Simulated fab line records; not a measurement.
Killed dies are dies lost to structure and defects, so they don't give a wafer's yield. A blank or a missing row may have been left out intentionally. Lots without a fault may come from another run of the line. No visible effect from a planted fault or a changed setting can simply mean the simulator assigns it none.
Struck lot and sound lot, side by side :: flow n5 finfet :: 16 steps out of a route of 1938
Sound: wafers L523.2, L523.3, L523.4. The struck wafers were L516.1, L516.4, L516.5. Last of all comes the cause.
Each step with rows lists, per side, the tool, then ch with its chambers, then its first start. Under that, the readings that differ: sound wafers :: struck wafers :: difference of the means :: sigmas: that difference in standard deviations of wafers without a fault.
alike: a reading whose means differ by less than 2 such deviations, as well as words and numbers matching on both sides. not compared: withheld readings; readings where some wafer has no value; bounds like >300 that might hide an equal value; numbers whose values overlap and for which the record gives no deviation.
The two part at a step that has a row with sigmas, a row that says differs or no value, or rows on one side only. Numbers that have no deviation but don't overlap get no sigmas and don't part them. A reading missing from all wafers of one side parts the sides only when that side holds two or more wafers.

first, 4 steps without rows for these wafers: N5_FIN_SAQP_STRIP_23 (strips in SPM, time 750 s); N5_FIN_SAQP_SRD_66 (time 30 s); N5_FIN_SAQP_RECESS_75 (chemistry HF/NH3, target SiO2, target depth 14.4 nm, afs cycles 3, sublimation time 60 s); N5_FIN_SAQP_SPACER1_ALD_24 (deposits SiO2, target thk 20.3 nm, pulse time 1 s, purge time 2 s).
N5_FIN_SAQP_SPACER1_ETCHBACK_25: etches SiO2 in CHF3/O2, target depth 24.4 nm, time 12.2 s.
  sound on rie diel-03 ch 0,2,3, day 4 20:44; struck on rie diel-05 ch 0,2, day 2 23:40
  alike: drypump motor current A, oes product au, rf vpp V, showerhead plenum p Torr, throttle valve pct
  not compared: rf hours counter h
N5_FIN_SAQP_MANDREL1_REMOVE_56: chemistry HBr/Cl2/O2, target a-Si, stops on SiNx, bt time 10 s.
  sound on rie si-01 ch 0,1,2, day 4 20:49; struck on rie si-01 ch 0,1,3, day 2 23:45
  alike: HBr_flow_sccm, drypump motor current A, oes product au, throttle valve pct
  not compared: rf hours counter h
N5_FIN_SAQP_CD_MEAS_27: target cd 20 nm.
  sound on cd sem-01 ch 0, day 4 20:56; struck on cd sem-01 ch 0, day 2 23:52
  alike: cd nm
then, 1 step without rows for these wafers: N5_FIN_SAQP_ETCH_57 (etches SiNx in CH3F/O2, target depth 32.5 nm, time 46.4 s).
N5_FIN_SAQP_ETCH_65: etches SiO2 in CF4, target depth 4 nm, time 4.4 s.
  sound on rie si-06 ch 0,1,2, day 4 21:06; struck on rie si-05 ch 0,1, day 3 00:01
  alike: bias w, cf4 flow sccm, drypump motor current A, oes product au, throttle valve pct
  not compared: rf hours counter h
N5_FIN_SAQP_MANDREL_ETCH_58: etches a-Si in HBr/Cl2, stops on SiNx, target depth 45 nm, bt time 10 s, time 27 s.
  sound on rie si-06 ch 0,1,2, day 4 21:08; struck on rie si-05 ch 0,1, day 3 00:03
  alike: HBr_flow_sccm, bias w, drypump motor current A, oes product au, throttle valve pct
  not compared: rf hours counter h
N5_FIN_SAQP_RECESS_63: chemistry HF/NH3, target SiO2, target depth 18 nm, afs cycles 3, sublimation time 60 s.
  sound on vapor etch-01 ch 0,1, day 4 21:13; struck on vapor etch-01 ch 0,1, day 3 00:55
  alike: drypump motor current A
then, 1 step without rows for these wafers: N5_FIN_SAQP_COAT_68 (time 60 s, resist thk 100 nm).
N5_FIN_SAQP_ETCH_69: etches SOC in N2/H2, stops on SiNx, target depth 150 nm.
  sound on rie diel-04 ch 1,2,3, day 4 21:49; struck on rie diel-04 ch 0,1,3, day 3 01:28
  no value came back on the struck wafers for any of 8 readings (bias w (W), chamber pressure mTorr (mTorr) and others); on the sound wafers bias w (W) reads 60.79 61.03 61.04
reading: model.SOC_of_FIN_SAQP_COAT_68.thk nm (nm)
sound: 4.8 6.6 3.2
struck: 99.6 99.4 99.8
difference: +94.7
sigmas: 
then, 1 step without rows for these wafers: N5_FIN_SAQP_ETCH_67 (etches SiNx in CH3F/O2, target depth 30 nm).
N5_BEOL_M4_RC_MEAS_101:
  the record has rows for the sound wafers here (prober-01 ch 0, day 10 17:18) and none for the struck ones
N5_PASSIVATION_PROBE_49:
  the record holds rows for the sound wafers here (prober-01, day 15 07:32) but none for the struck ones

WHERE THEY PART
At N5_FIN_SAQP_ETCH_69 first; at N5_PASSIVATION_PROBE_49 last (within this record only).

WHY: the cause the simulator had injected
Skipped step whole: rie diel-04, from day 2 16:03 on, at N5_FIN_SAQP_ETCH_69. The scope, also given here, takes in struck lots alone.
